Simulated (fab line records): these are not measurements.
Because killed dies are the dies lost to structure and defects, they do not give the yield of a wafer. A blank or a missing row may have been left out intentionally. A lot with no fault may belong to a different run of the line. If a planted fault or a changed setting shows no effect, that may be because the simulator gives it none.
Which tool was responsible?	flow n5 finfet	Sampling: 22 lots, 66 wafers, 6 of 1938 route steps

## WHAT EACH GAUGE READ, for each wafer
The record holds no reading of a measuring or inspecting step that can be judged against a usual standard deviation.

## TOOL THAT RAN EACH LOT (tool first, then ch and the chambers of the sampled wafers, then the start)
lot	N5_BEOL_M9_DEP_56	N5_BEOL_M10_STRIP_67	N5_BEOL_M10_ETCH_65	N5_BEOL_M10_ETCH_41	N5_BEOL_M10_STRIP_77	N5_BEOL_M10_PRE_CLEAN_45
L074	pecvd-01 ch 0,1, day 9 19:49	rie diel-06 ch 0,1,2, day 9 22:14	rie diel-02 ch 1,2, day 9 23:00	rie diel-02 ch 1,2, day 10 00:23 or earlier	rie diel-02 ch 1,2, day 10 00:23 or earlier	pvd sputter-03, day 10 00:23
L075	pecvd-04 ch 0,1,2, day 10 13:59	rie diel-06 ch 0,1, day 10 16:29	rie diel-04 ch 0,2,3, day 10 17:43	rie diel-04 ch 0,2,3, day 10 19:05 or earlier	rie diel-04 ch 0,2,3, day 10 19:05 or earlier	pvd sputter-02, day 10 19:05
L077	pecvd-02 ch 1,2, day 10 14:32	rie diel-02 ch 0,2,3, day 10 16:54	rie diel-02 ch 0,1,3, day 10 17:46	rie diel-02 ch 0,1,3, day 10 19:01 or earlier	rie diel-02 ch 0,1,3, day 10 19:01 or earlier	pvd sputter-02, day 10 19:01
L076	pecvd-04 ch 1,2, day 10 18:19	rie diel-02 ch 0,1, day 10 20:25	rie diel-02 ch 0,1,3, day 10 21:31	rie diel-02 ch 0,1,3, day 10 22:33 or earlier	rie diel-02 ch 0,1,3, day 10 22:33 or earlier	pvd sputter-01, day 10 22:33
L081	pecvd-02 ch 0,1, day 11 04:09	rie diel-02 ch 1,3, day 11 06:35	rie diel-02 ch 1,2, day 11 07:29	rie diel-02 ch 1,2, day 11 08:42 or earlier	rie diel-02 ch 1,2, day 11 08:42 or earlier	pvd sputter-03, day 11 08:42
L079	pecvd-01 ch 0,1, day 11 05:25	rie diel-06 ch 1,3, day 11 07:56	rie diel-06 ch 1,2,3, day 11 09:10	rie diel-06 ch 1,2,3, day 11 13:19 or earlier	rie diel-06 ch 1,2,3, day 11 13:19 or earlier	pvd sputter-01, day 11 13:19
L080	pecvd-04 ch 0,2, day 11 15:44	rie diel-06 ch 2,3, day 11 18:13	rie diel-02 ch 2,3, day 11 19:08	rie diel-02 ch 2,3, day 11 21:03 or earlier	rie diel-02 ch 2,3, day 11 21:03 or earlier	pvd sputter-02, day 11 21:03
L082	pecvd-04 ch 0,2, day 11 20:35	rie diel-02 ch 1,2,3, day 11 22:23	rie diel-02 ch 1,2,3, day 11 23:09	rie diel-02 ch 1,2,3, day 12 01:57 or earlier	rie diel-02 ch 1,2,3, day 12 01:57 or earlier	pvd sputter-01, day 12 01:57
L083	pecvd-04 ch 0,1,2, day 12 03:59	rie diel-06 ch 0,3, day 12 07:17	rie diel-02 ch 1,2,3, day 12 10:35	rie diel-02 ch 1,2,3, day 12 11:38 or earlier	rie diel-02 ch 1,2,3, day 12 11:38 or earlier	pvd sputter-02, day 12 11:38
L084	pecvd-04 ch 0,1,2, day 13 00:52	rie diel-04 ch 1,2,3, day 13 04:44	rie diel-04 ch 1,3, day 13 05:38	rie diel-04 ch 1,3, day 13 07:00 or earlier	rie diel-04 ch 1,3, day 13 07:00 or earlier	pvd sputter-02, day 13 07:00
L088	pecvd-01 ch 0,1,2, day 13 05:55	rie diel-02 ch 1,2,3, day 13 07:30	rie diel-02 ch 0,2,3, day 13 08:55	rie diel-02 ch 0,2,3, day 13 10:07 or earlier	rie diel-02 ch 0,2,3, day 13 10:07 or earlier	pvd sputter-03, day 13 10:07
L085	pecvd-01 ch 0,2, day 13 06:05	rie diel-02 ch 1,2,3, day 13 08:04	rie diel-06 ch 0,1,2, day 13 09:10	rie diel-06 ch 0,1,2, day 13 11:54 or earlier	rie diel-06 ch 0,1,2, day 13 11:54 or earlier	pvd sputter-02, day 13 11:54
L086	pecvd-04 ch 1,2, day 13 08:13	rie diel-02 ch 1,2,3, day 13 12:36	rie diel-04 ch 1,2, day 13 14:06	rie diel-04 ch 1,2, day 13 16:17 or earlier	rie diel-04 ch 1,2, day 13 16:17 or earlier	pvd sputter-03, day 13 16:17
L087	pecvd-04 ch 0,2, day 13 20:12	rie diel-02 ch 0,3, day 13 22:25	rie diel-06 ch 0,1,2, day 14 01:13	rie diel-06 ch 0,1,2, day 14 02:15 or earlier	rie diel-06 ch 0,1,2, day 14 02:15 or earlier	pvd sputter-01, day 14 02:15
L089	pecvd-04 ch 1,2, day 14 04:17	rie diel-06 ch 0,2,3, day 14 07:23	rie diel-02 ch 0,2, day 14 08:07	rie diel-02 ch 0,2, day 14 09:14 or earlier	rie diel-02 ch 0,2, day 14 09:14 or earlier	pvd sputter-02, day 14 09:14
L090	pecvd-04 ch 0,2, day 14 05:59	rie diel-02 ch 0,2,3, day 14 08:55	rie diel-04 ch 0,1,3, day 14 11:13	rie diel-04 ch 0,1,3, day 14 12:14 or earlier	rie diel-04 ch 0,1,3, day 14 12:14 or earlier	pvd sputter-03, day 14 12:14
L092	pecvd-04 ch 0,2, day 14 06:51	rie diel-04 ch 0,1,2, day 14 09:08	rie diel-02 ch 0,2,3, day 14 11:23	rie diel-02 ch 0,2,3, day 14 12:43 or earlier	rie diel-02 ch 0,2,3, day 14 12:43 or earlier	pvd sputter-03, day 14 12:43
L091	pecvd-01 ch 1,2, day 14 07:28	rie diel-06 ch 1,3, day 14 10:16	rie diel-06 ch 1,2,3, day 14 11:26	rie diel-06 ch 1,2,3, day 14 12:58 or earlier	rie diel-06 ch 1,2,3, day 14 12:58 or earlier	pvd sputter-03, day 14 12:58
L093	pecvd-01 ch 0,2, day 14 14:19	rie diel-02 ch 0,2,3, day 14 16:54	rie diel-06 ch 1,2, day 14 18:21	rie diel-06 ch 1,2, day 14 19:40 or earlier	rie diel-06 ch 1,2, day 14 19:40 or earlier	pvd sputter-01, day 14 19:40
L094	pecvd-04 ch 0,1,2, day 15 09:05	rie diel-02 ch 1,2, day 15 13:19	rie diel-06 ch 0,3, day 15 14:13	rie diel-06 ch 0,3, day 15 16:30 or earlier	rie diel-06 ch 0,3, day 15 16:30 or earlier	pvd sputter-02, day 15 16:30
L096	pecvd-01 ch 0,1, day 15 15:13	rie diel-04 ch 0,1, day 15 18:04	rie diel-02 ch 0,2, day 15 18:42	rie diel-02 ch 0,2, day 15 19:49 or earlier	rie diel-02 ch 0,2, day 15 19:49 or earlier	pvd sputter-01, day 15 19:49
L095	pecvd-02 ch 0,2, day 15 15:22	rie diel-04 ch 0,1,3, day 15 18:19	rie diel-06 ch 0,2,3, day 15 19:04	rie diel-06 ch 0,2,3, day 15 20:05 or earlier	rie diel-06 ch 0,2,3, day 15 20:05 or earlier	pvd sputter-02, day 15 20:05
- N5_BEOL_M9_DEP_56: deposits SiCN from 3MS/NH3, target thk 15 nm, time 26.5 s.
- N5_BEOL_M10_STRIP_67: strips in CF4.
- N5_BEOL_M10_ETCH_65: etches SiARC in CF4, target depth 39 nm, time 65 s.
- N5_BEOL_M10_ETCH_41: etches SiCN in CH3F/O2, target depth 42.6 nm, time 86 s.
- N5_BEOL_M10_STRIP_77: strips in N2/H2, time 10 s.
- N5_BEOL_M10_PRE_CLEAN_45: time 30 s.

## WHAT THE TOOLS THEMSELVES READ (means of the sampled wafers that have a number; where no wafer has one, the mark that the record gives instead)
N5_BEOL_M9_DEP_56.
lot	tool	showerhead plenum p Torr (Torr)	throttle valve pct (%)
L074	pecvd-01	3.679	9.4
L075	pecvd-04	3.666	8.8
L077	pecvd-02	3.664	9.1
L076	pecvd-04	3.669	9.1
L081	pecvd-02	3.683	9.7
L079	pecvd-01	3.685	9.5
L080	pecvd-04	3.660	8.8
L082	pecvd-04	3.661	8.9
L083	pecvd-04	3.663	9.0
L084	pecvd-04	3.662	8.9
L088	pecvd-01	3.667	9.2
L085	pecvd-01	3.672	8.7
L086	pecvd-04	3.668	9.0
L087	pecvd-04	3.653	8.8
L089	pecvd-04	3.669	9.0
L090	pecvd-04	3.664	8.9
L092	pecvd-04	3.663	8.8
L091	pecvd-01	3.663	9.3
L093	pecvd-01	3.671	8.7
L094	pecvd-04	3.668	8.9
L096	pecvd-01	3.688	9.2
L095	pecvd-02	3.657	8.4

N5_BEOL_M10_STRIP_67.
lot	tool	drypump motor current A (A)	oes product au (a.u.)	rf vpp V (V)	showerhead plenum p Torr (Torr)	throttle valve pct (%)
L074	rie diel-06	5.8	0.85	270.4	1.76	13.57
L075	rie diel-06	6.0	0.88	270.5	1.75	13.54
L077	rie diel-02	5.3	0.76	271.9	1.81	13.66
L076	rie diel-02	5.8	0.70	271.1	1.80	13.70
L081	rie diel-02	5.4	0.78	269.7	1.74	13.67
L079	rie diel-06	6.0	0.85	269.8	1.75	13.67
L080	rie diel-06	5.5	0.79	270.8	1.76	13.66
L082	rie diel-02	5.2	0.75	270.5	1.76	13.64
L083	rie diel-06	5.6	0.86	270.2	1.73	13.30
L084	rie diel-04	5.5	0.72	270.0	1.73	13.79
L088	rie diel-02	5.2	0.74	270.4	1.76	13.66
L085	rie diel-02	5.2	0.74	270.4	1.76	13.66
L086	rie diel-02	5.2	0.73	269.8	1.76	13.67
L087	rie diel-02	5.4	0.85	271.0	1.78	13.59
L089	rie diel-06	5.6	0.79	270.2	1.75	13.58
L090	rie diel-02	5.3	0.81	272.0	1.81	13.55
L092	rie diel-04	5.7	0.88	270.3	1.75	13.43
L091	rie diel-06	5.9	0.82	270.3	1.74	13.74
L093	rie diel-02	5.3	0.81	271.2	1.81	13.56
L094	rie diel-02	5.1	0.80	272.7	1.84	13.48
L096	rie diel-04	5.8	0.84	271.3	1.77	13.44
L095	rie diel-04	5.6	0.78	269.3	1.74	13.63

N5_BEOL_M10_ETCH_65.
lot	tool	drypump motor current A (A)	etch rf on time s (s)	mfc ar sccm (sccm)	oes product au (a.u.)	rf vpp V (V)	showerhead plenum p Torr (Torr)	throttle valve pct (%)
L074	rie diel-02	5.4	66.5	99.88	0.61	182.9	2.08	15.52
L075	rie diel-04	5.9	64.5	99.99	0.61	182.8	2.12	15.69
L077	rie diel-02	5.6	64.7	100.10	0.64	183.6	2.11	15.65
L076	rie diel-02	5.6	64.1	100.07	0.64	184.5	2.11	15.67
L081	rie diel-02	5.1	65.6	99.82	0.61	183.5	2.12	15.52
L079	rie diel-06	5.7	66.7	100.27	0.68	183.9	2.10	15.76
L080	rie diel-02	5.1	63.7	100.20	0.68	183.4	2.12	15.66
L082	rie diel-02	5.2	64.6	100.00	0.64	183.3	2.10	15.61
L083	rie diel-02	5.2	65.0	99.98	0.64	184.5	2.09	15.63
L084	rie diel-04	5.2	64.0	99.92	0.62	182.9	2.06	15.91
L088	rie diel-02	5.3	64.7	99.91	0.71	184.9	2.15	15.55
L085	rie diel-06	5.8	65.3	100.19	0.69	183.0	2.09	15.67
L086	rie diel-04	5.4	65.3	99.92	0.60	183.2	2.07	15.91
L087	rie diel-06	5.8	66.0	100.23	0.68	183.5	2.09	15.69
L089	rie diel-02	5.5	65.4	99.92	0.74	184.6	2.19	15.39
L090	rie diel-04	5.6	64.0	100.00	0.68	183.4	2.09	15.68
L092	rie diel-02	5.3	65.3	100.24	0.69	184.0	2.15	15.57
L091	rie diel-06	5.7	67.4	100.16	0.66	183.4	2.09	15.81
L093	rie diel-06	5.7	68.3	99.97	0.63	183.6	2.09	15.92
L094	rie diel-06	5.6	64.7	99.89	0.69	183.2	2.08	15.56
L096	rie diel-02	5.2	65.5	99.83	0.66	185.1	2.17	15.50
L095	rie diel-06	5.6	65.3	100.12	0.66	183.2	2.09	15.65

N5_BEOL_M10_ETCH_41.
lot	tool	drypump motor current A (A)	mfc ar sccm (sccm)	oes product au (a.u.)	rf vpp V (V)	showerhead plenum p Torr (Torr)	throttle valve pct (%)
L074	rie diel-02	5.4	149.8	0.71	297.9	1.93	16.15
L075	rie diel-04	5.9	150.5	0.72	298.1	1.99	16.44
L077	rie diel-02	5.6	150.4	0.74	295.9	1.96	16.30
L076	rie diel-02	5.6	149.8	0.75	296.8	1.96	16.31
L081	rie diel-02	5.1	149.9	0.71	297.0	1.98	16.19
L079	rie diel-06	5.7	149.9	0.80	297.3	1.96	16.46
L080	rie diel-02	5.1	149.6	0.79	297.4	1.97	16.36
L082	rie diel-02	5.3	150.5	0.75	296.0	1.95	16.28
L083	rie diel-02	5.2	150.3	0.74	296.3	1.95	16.29
L084	rie diel-04	5.2	150.5	0.72	295.7	1.92	16.68
L088	rie diel-02	5.3	150.1	0.83	296.9	2.01	16.23
L085	rie diel-06	5.8	150.5	0.81	297.2	1.95	16.42
L086	rie diel-04	5.4	149.8	0.70	295.5	1.93	16.65
L087	rie diel-06	5.8	149.9	0.80	295.9	1.95	16.43
L089	rie diel-02	5.5	150.0	0.87	298.6	2.04	16.07
L090	rie diel-04	5.6	150.1	0.79	295.9	1.97	16.45
L092	rie diel-02	5.3	150.7	0.82	297.7	2.00	16.25
L091	rie diel-06	5.7	149.8	0.77	296.8	1.95	16.53
L093	rie diel-06	5.7	150.0	0.73	296.0	1.95	16.59
L094	rie diel-06	5.6	150.3	0.81	296.5	1.95	16.33
L096	rie diel-02	5.2	149.8	0.77	298.7	2.03	16.18
L095	rie diel-06	5.6	149.8	0.78	295.4	1.95	16.42

N5_BEOL_M10_STRIP_77.
lot	tool	drypump motor current A (A)	oes product au (a.u.)	rf vpp V (V)	showerhead plenum p Torr (Torr)	throttle valve pct (%)
L074	rie diel-02	5.4	0.72	58.8	2.48	23.3
L075	rie diel-04	5.9	0.72	58.9	2.50	23.3
L077	rie diel-02	5.6	0.74	60.0	2.50	23.5
L076	rie diel-02	5.6	0.74	58.8	2.50	23.5
L081	rie diel-02	5.1	0.71	59.9	2.55	23.5
L079	rie diel-06	5.7	0.80	59.1	2.49	23.9
L080	rie diel-02	5.1	0.77	59.3	2.54	24.0
L082	rie diel-02	5.2	0.74	58.2	2.50	23.7
L083	rie diel-02	5.2	0.73	59.4	2.50	23.7
L084	rie diel-04	5.2	0.73	58.8	2.42	24.1
L088	rie diel-02	5.3	0.83	58.5	2.57	23.8
L085	rie diel-06	5.8	0.81	58.6	2.50	23.9
L086	rie diel-04	5.4	0.71	58.5	2.44	24.2
L087	rie diel-06	5.8	0.80	58.9	2.50	23.9
L089	rie diel-02	5.5	0.88	60.4	2.61	23.5
L090	rie diel-04	5.6	0.79	59.4	2.48	23.7
L092	rie diel-02	5.3	0.81	58.8	2.57	23.8
L091	rie diel-06	5.7	0.78	58.7	2.48	24.0
L093	rie diel-06	5.7	0.75	59.3	2.51	24.2
L094	rie diel-06	5.6	0.81	59.2	2.46	23.6
L096	rie diel-02	5.2	0.77	58.8	2.60	23.6
L095	rie diel-06	5.6	0.78	58.5	2.49	23.8

N5_BEOL_M10_PRE_CLEAN_45.
lot	tool	heater power w (W)
L074	pvd sputter-03	329
L075	pvd sputter-02	330
L077	pvd sputter-02	333
L076	pvd sputter-01	354
L081	pvd sputter-03	302
L079	pvd sputter-01	341
L080	pvd sputter-02	345
L082	pvd sputter-01	353
L083	pvd sputter-02	286
L084	pvd sputter-02	324
L088	pvd sputter-03	320
L085	pvd sputter-02	286
L086	pvd sputter-03	300
L087	pvd sputter-01	352
L089	pvd sputter-02	298
L090	pvd sputter-03	340
L092	pvd sputter-03	316
L091	pvd sputter-03	320
L093	pvd sputter-01	344
L094	pvd sputter-02	341
L096	pvd sputter-01	346
L095	pvd sputter-02	282

## THE ANSWER, worked out from the rows above alone
Rule: the usual values come from the lots themselves. Put in order of their means at a reading, lots are off if they are a third of the lots or fewer, leave a main group of 4 or more, and stand apart from it by a gap of 3 or more times the standard deviation of the main group's means; of several such gaps the widest counts. If all means in a main group match to the digits the tables above print for the reading, that group is not used. Also off: a lot with no number at a reading for which 4 or more lots have one. The other lots that the step has rows for count as sound. First the gauges in route order, then the tools' own readings, where a lot's mean is used as printed above. The first step at which some lot is off is used, and at that step the reading that is off furthest; a lot without a number counts as furthest.
None of the lots is off at any reading shown; this tells nothing.

## WHAT HAD BEEN PUT IN BY THE SIMULATOR
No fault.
